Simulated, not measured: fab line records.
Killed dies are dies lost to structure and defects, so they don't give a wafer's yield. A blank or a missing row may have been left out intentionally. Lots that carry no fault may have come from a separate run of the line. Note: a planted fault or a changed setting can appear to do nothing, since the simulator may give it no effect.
Matching of chambers / flow n5Finfet / N5_FIN_SAQP_ETCH_57 on rieDiel-04: 4 sister chambers
The step etches SiNx in CH3F/O2, target depth 32.5 nm, time 46.4 s. 8 wafers are shown with their chamber, then 9 later ones without.

== WAFERS PAIRED WITH THEIR CHAMBERS ==
wafer=L080.5; chamber=0; drypumpMotorCurrentA (A)=6.2; rfVppV (V)=309
wafer=L083.3; chamber=0; drypumpMotorCurrentA (A)=6.2; rfVppV (V)=309
wafer=L084.5; chamber=1; drypumpMotorCurrentA (A)=5.4; rfVppV (V)=305
wafer=L087.1; chamber=3; drypumpMotorCurrentA (A)=6.1; rfVppV (V)=299
wafer=L087.4; chamber=1; drypumpMotorCurrentA (A)=5.4; rfVppV (V)=306
wafer=L090.3; chamber=2; drypumpMotorCurrentA (A)=5.5; rfVppV (V)=287
wafer=L090.5; chamber=3; drypumpMotorCurrentA (A)=6.2; rfVppV (V)=301
wafer=L090.6; chamber=2; drypumpMotorCurrentA (A)=5.4; rfVppV (V)=286

== WAFERS WHOSE CHAMBER IS MISSING ==
wafer=L092.3; drypumpMotorCurrentA (A)=6.2; rfVppV (V)=309
wafer=L092.4; drypumpMotorCurrentA (A)=6.1; rfVppV (V)=298
wafer=L092.5; drypumpMotorCurrentA (A)=6.1; rfVppV (V)=299
wafer=L096.1; drypumpMotorCurrentA (A)=6.2; rfVppV (V)=309
wafer=L096.2; drypumpMotorCurrentA (A)=6.1; rfVppV (V)=299
wafer=L096.3; drypumpMotorCurrentA (A)=5.5; rfVppV (V)=286
wafer=L097.1; drypumpMotorCurrentA (A)=5.5; rfVppV (V)=286
wafer=L097.2; drypumpMotorCurrentA (A)=6.2; rfVppV (V)=310
wafer=L097.6; drypumpMotorCurrentA (A)=5.5; rfVppV (V)=287

== CHAMBER TAKEN BY EACH ==
wafer=L092.3; from the rows above=0; in truth=0
wafer=L092.4; from the rows above=3; in truth=3
wafer=L092.5; from the rows above=3; in truth=3
wafer=L096.1; from the rows above=0; in truth=0
wafer=L096.2; from the rows above=3; in truth=3
wafer=L096.3; from the rows above=2; in truth=2
wafer=L097.1; from the rows above=2; in truth=2
wafer=L097.2; from the rows above=0; in truth=0
wafer=L097.6; from the rows above=2; in truth=2
9 of 9 placed correctly. Not placeable from these rows: 0. Wrongly placed: 0.
How it was worked out, from the rows above alone: a wafer's distance from a chamber is the root of the sum, over the readings, of the square of ((its reading less the chamber's mean) divided by the reading's scatter). If the next closest chamber is less than 2 further off than the closest, the wafer can't be placed; otherwise it belongs to the closest. The mean given for a chamber averages the wafers shown for that chamber. The scatter: take each reading less its chamber's mean, square it, sum over the shown wafers, divide by the number of wafers less the number of chambers, and take the root.
